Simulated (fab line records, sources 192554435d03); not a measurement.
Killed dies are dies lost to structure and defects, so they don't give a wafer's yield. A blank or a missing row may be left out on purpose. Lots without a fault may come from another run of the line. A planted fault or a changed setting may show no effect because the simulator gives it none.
Split-lot experiment | flow n5_finfet | 7 lots, 21 wafers read, on a route of 1938 steps

THE SPLIT
At N5_BEOL_M9_COAT_05 (resist thk 90 nm), the setting spin_rpm was moved away from the recipe's 1500 rpm on 6 of the 21 wafers read, by -9.5% to +6.3%. The other wafers ran this setting at the recipe's value.

FROM THE SPLIT TO THE READING: what the file shows between them, 1 step
- N5_BEOL_M9_DESCUM_16: chemistry O2, time 7.9 s (also split here: time_s)

THE READING
CAR-ArF_of_BEOL_M9_COAT_05.thk_nm (the simulator's own value, which no gauge read), in nm, at N5_BEOL_M9_ETCH_61 (etches SiARC in CF4, target depth 39 nm, time 65 s). The file gives no usual value for it. The 15 wafers here that ran the recipe average 55.4 nm, standard deviation 0.56 nm.

wafer  | tool, chamber at the split | spin_rpm as run, rpm | against the recipe | CAR-ArF_of_BEOL_M9_COAT_05.thk_nm, nm | against lot-mates on the recipe
L078.2 | litho_track-04, 0          | 1595                 | +6.3%              | 52.2                                  | -2.2
L078.3 | litho_track-04, 0          | 1595                 | +6.3%              | 52.8                                  | -1.6
L078.5 | litho_track-04, 0          | 1500                 | recipe             | 54.4                                  | -
L085.1 | litho_track-01, 0          | 1500                 | recipe             | 56.4                                  | -
L085.4 | litho_track-01, 0          | 1500                 | recipe             | 55.4                                  | -
L085.5 | litho_track-01, 0          | 1588                 | +5.9%              | 53.2                                  | -2.7
L086.1 | litho_track-04, 0          | 1500                 | recipe             | 55.6                                  | -
L086.5 | litho_track-04, 0          | 1500                 | recipe             | 54.8                                  | -
L086.6 | litho_track-04, 0          | 1562                 | +4.1%              | 53                                    | -2.2
L092.1 | litho_track-01, 0          | 1500                 | recipe             | 55.2                                  | -
L092.4 | litho_track-01, 0          | 1500                 | recipe             | 55.2                                  | -
L092.6 | litho_track-01, 0          | 1500                 | recipe             | 55.4                                  | -
L093.2 | litho_track-04, 0          | 1500                 | recipe             | 55.2                                  | -
L093.4 | litho_track-04, 0          | 1500                 | recipe             | 54.8                                  | -
L093.6 | litho_track-04, 0          | 1500                 | recipe             | 54.6                                  | -
L094.2 | litho_track-04, 0          | 1357                 | -9.5%              | 60.2                                  | +3.8
L094.3 | litho_track-04, 0          | 1357                 | -9.5%              | 61                                    | +4.6
L094.6 | litho_track-04, 0          | 1500                 | recipe             | 56.4                                  | -
L096.1 | litho_track-02, 0          | 1500                 | recipe             | 55.8                                  | -
L096.2 | litho_track-02, 0          | 1500                 | recipe             | 55.6                                  | -
L096.3 | litho_track-02, 0          | 1500                 | recipe             | 55.6                                  | -

THE FIT
A straight line over all 21 wafers: CAR-ArF_of_BEOL_M9_COAT_05.thk_nm changes by -0.507 nm for each +1% of spin_rpm; r = -0.96; the points scatter about the line by 0.58 nm.
The same after taking each lot's own level away (the mean of its wafers on the recipe; 21 wafers): -0.412 nm for each +1%; r = -0.97; scatter 0.4 nm.
On that fit, the largest move of spin_rpm shifts the reading by 3.9 nm.
The lots' own levels span 54.40 to 56.40 nm, that is 3.6 times the standard deviation above.
So the lot-to-lot level changes the slope: the two fits differ.
Check: with one of the wafers moved furthest among these (-9.5%) left out of the fit, the line predicts +4.09 nm for it against its lot-mates. It came out at +3.8 nm against them.

OTHER SPLITS ON THESE WAFERS
These wafers also went through other splits before the reading. Each is held against what the fit with the lots' levels taken away leaves over:
other split on the same wafers | wafers away from the commonest value | r with CAR-ArF_of_BEOL_M9_COAT_05.thk_nm (lot level and that fit taken away)
N5_BEOL_M5_EXPOSE_25 dose_mj   | 5                                    | +0.19
N5_BEOL_M6_EXPOSE_25 dose_mj   | 6                                    | -0.32
N5_BEOL_M6_ETCH_66 bias_w      | 11                                   | -0.23
N5_BEOL_M6_DEP_56 time_s       | 8                                    | +0.17
N5_BEOL_M9_DESCUM_16 time_s    | 9                                    | -0.41

THE WHOLE CHAIN: every reading that the file lists as answering this split, in the file's order
step                 | what it does                                       | reading                                                                            | change (the file's fit)               | r (the file's)
N5_BEOL_M9_COAT_05   | resist thk 90 nm                                   | CAR-ArF_of_BEOL_M9_COAT_05.thk_nm (the simulator's own value, which no gauge read) | -0.451 nm for each +1% of the setting | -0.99
N5_BEOL_M9_DESCUM_16 | chemistry O2, time 7.9 s                           | CAR-ArF_of_BEOL_M9_COAT_05.thk_nm (the simulator's own value, which no gauge read) | -0.431 nm for each +1% of the setting | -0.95
N5_BEOL_M9_ETCH_61   | etches SiARC in CF4, target depth 39 nm, time 65 s | CAR-ArF_of_BEOL_M9_COAT_05.thk_nm (the simulator's own value, which no gauge read) | -0.422 nm for each +1% of the setting | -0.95

THE FILE'S OWN FIT
CAR-ArF_of_BEOL_M9_COAT_05.thk_nm changes by -0.422 nm for each +1% of spin_rpm, r = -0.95.
